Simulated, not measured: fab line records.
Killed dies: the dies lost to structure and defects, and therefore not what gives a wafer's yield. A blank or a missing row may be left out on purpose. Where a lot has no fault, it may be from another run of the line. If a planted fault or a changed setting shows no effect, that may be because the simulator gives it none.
Matching of chambers + flow nand_harc + NHARC_A_STAIRCASE_DESCUM_186 on rie_diel-07: 4 sister chambers
The step chemistry O2, time 3 s. 8 wafers are shown with their chamber, then 8 later ones without.

## WAFERS PAIRED WITH THEIR CHAMBERS
| wafer  | chamber | drypump_motor_current_A (A) | oes_product_au (a.u.) |
|--------|---------|-----------------------------|-----------------------|
| L075.5 | 2       | 5.4                         | 1.012                 |
| L084.3 | 0       | 5.5                         | 0.994                 |
| L084.4 | 3       | 5.4                         | 1.007                 |
| L084.5 | 1       | 5.7                         | 0.997                 |
| L087.2 | 0       | 5.5                         | 0.996                 |
| L087.3 | 1       | 5.7                         | 1.001                 |
| L087.4 | 2       | 5.4                         | 1.003                 |
| L088.3 | 3       | 5.5                         | 1.006                 |

## WAFERS WHOSE CHAMBER IS MISSING
| wafer  | drypump_motor_current_A (A) | oes_product_au (a.u.) |
|--------|-----------------------------|-----------------------|
| L088.4 | 5.4                         | 1.007                 |
| L088.6 | 5.7                         | 1.002                 |
| L097.3 | 5.5                         | 1.005                 |
| L097.5 | 5.7                         | 0.991                 |
| L097.6 | 5.4                         | 0.983                 |
| L096.2 | 5.7                         | 0.991                 |
| L096.3 | 5.5                         | 1.005                 |
| L096.6 | 5.5                         | 1.003                 |

## WHICH CHAMBER EACH ONE RAN IN
| wafer  | from the rows above          | in truth                   |
|--------|------------------------------|----------------------------|
| L088.4 | can't be placed: 2 or 3      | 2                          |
| L088.6 | 1                            | 1                          |
| L097.3 | can't be placed: 3 or 0 or 2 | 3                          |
| L097.5 | 1                            | 1                          |
| L097.6 | 0                            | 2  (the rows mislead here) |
| L096.2 | 1                            | 1                          |
| L096.3 | can't be placed: 3 or 0 or 2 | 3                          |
| L096.6 | can't be placed: 3 or 0 or 2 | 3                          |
Correctly placed: 3 of 8. Cannot be placed on the basis of these rows: 4; the candidates contain the true chamber in 4. Wrongly placed: 1.
How it was worked out, from the rows above alone: a wafer's distance from a chamber is the root of the sum, over the readings, of the square of ((its reading less the chamber's mean) divided by the reading's scatter). The wafer belongs to the nearest chamber; if the next one is less than 2 further off, it can't be placed. The mean given for a chamber averages the wafers shown for that chamber. The scatter: take each reading less its chamber's mean, square it, sum over the shown wafers, divide by the number of wafers less the number of chambers, and take the root.
